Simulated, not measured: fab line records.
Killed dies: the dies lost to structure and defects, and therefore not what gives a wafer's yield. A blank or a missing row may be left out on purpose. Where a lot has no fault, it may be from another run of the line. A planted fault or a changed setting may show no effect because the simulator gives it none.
Matching of chambers :: flow n5Finfet :: N5_BEOL_M0_PRE_CLEAN_131 on cvdCo-02 has 3 sister chambers
The step time 15 s. 22 wafers are shown with their chamber, then 11 later ones without.

WAFERS WITH THEIR CHAMBER
wafer: L075.2
chamber: 2
heaterPowerW (W): 64

wafer: L075.3
chamber: 2
heaterPowerW (W): 66

wafer: L075.5
chamber: 0
heaterPowerW (W): 81

wafer: L074.2
chamber: 2
heaterPowerW (W): 66

wafer: L074.3
chamber: 2
heaterPowerW (W): 65

wafer: L074.6
chamber: 2
heaterPowerW (W): 65

wafer: L083.2
chamber: 2
heaterPowerW (W): 67

wafer: L083.3
chamber: 1
heaterPowerW (W): 82

wafer: L083.5
chamber: 1
heaterPowerW (W): 82

wafer: L084.1
chamber: 1
heaterPowerW (W): 84

wafer: L084.4
chamber: 2
heaterPowerW (W): 66

wafer: L084.6
chamber: 0
heaterPowerW (W): 81

wafer: L086.2
chamber: 2
heaterPowerW (W): 66

wafer: L086.3
chamber: 1
heaterPowerW (W): 87

wafer: L086.4
chamber: 2
heaterPowerW (W): 66

wafer: L087.1
chamber: 0
heaterPowerW (W): 81

wafer: L087.2
chamber: 2
heaterPowerW (W): 66

wafer: L087.6
chamber: 1
heaterPowerW (W): 87

wafer: L088.2
chamber: 0
heaterPowerW (W): 82

wafer: L088.5
chamber: 0
heaterPowerW (W): 82

wafer: L088.6
chamber: 2
heaterPowerW (W): 66

wafer: L090.2
chamber: 0
heaterPowerW (W): 83

SIGNATURES, as means of the wafers listed above
reading: heaterPowerW
chamber 0: 81.67
chamber 1: 84.40
chamber 2: 65.73
scatter within a chamber: 1.35
Rule: for each reading, subtract the chamber's mean from the wafer's reading, divide by that reading's scatter and square the result; add these up over the readings and take the root, which gives the wafer's distance from the chamber. The wafer belongs to the nearest chamber; if the next one is less than 2 further off, it can't be placed. The scatter: take each reading less its chamber's mean, square it, sum over the shown wafers, divide by the number of wafers less the number of chambers, and take the root.

WAFERS WITHOUT THEIR CHAMBER
wafer: L090.3
heaterPowerW (W): 66

wafer: L090.4
heaterPowerW (W): 87

wafer: L094.1
heaterPowerW (W): 86

wafer: L094.2
heaterPowerW (W): 67

wafer: L094.3
heaterPowerW (W): 80

wafer: L096.3
heaterPowerW (W): 88

wafer: L096.5
heaterPowerW (W): 87

wafer: L096.6
heaterPowerW (W): 82

wafer: L097.1
heaterPowerW (W): 83

wafer: L097.5
heaterPowerW (W): 81

wafer: L097.6
heaterPowerW (W): 67

THE CHAMBER EACH PASSED THROUGH
wafer: L090.3
from the rows above: 2
in truth: 2

wafer: L090.4
from the rows above: 1
in truth: 1

wafer: L094.1
from the rows above: 1
in truth: 1

wafer: L094.2
from the rows above: 2
in truth: 2

wafer: L094.3
from the rows above: 0
in truth: 0

wafer: L096.3
from the rows above: 1
in truth: 1

wafer: L096.5
from the rows above: 1
in truth: 1

wafer: L096.6
from the rows above: can't be placed: 0 or 1
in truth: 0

wafer: L097.1
from the rows above: can't be placed: 0 or 1
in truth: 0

wafer: L097.5
from the rows above: 0
in truth: 0

wafer: L097.6
from the rows above: 2
in truth: 2
Correct placement for 9 of the 11. Cannot be placed on the basis of these rows: 2; the candidates contain the true chamber in 2. Placed wrongly: 0.
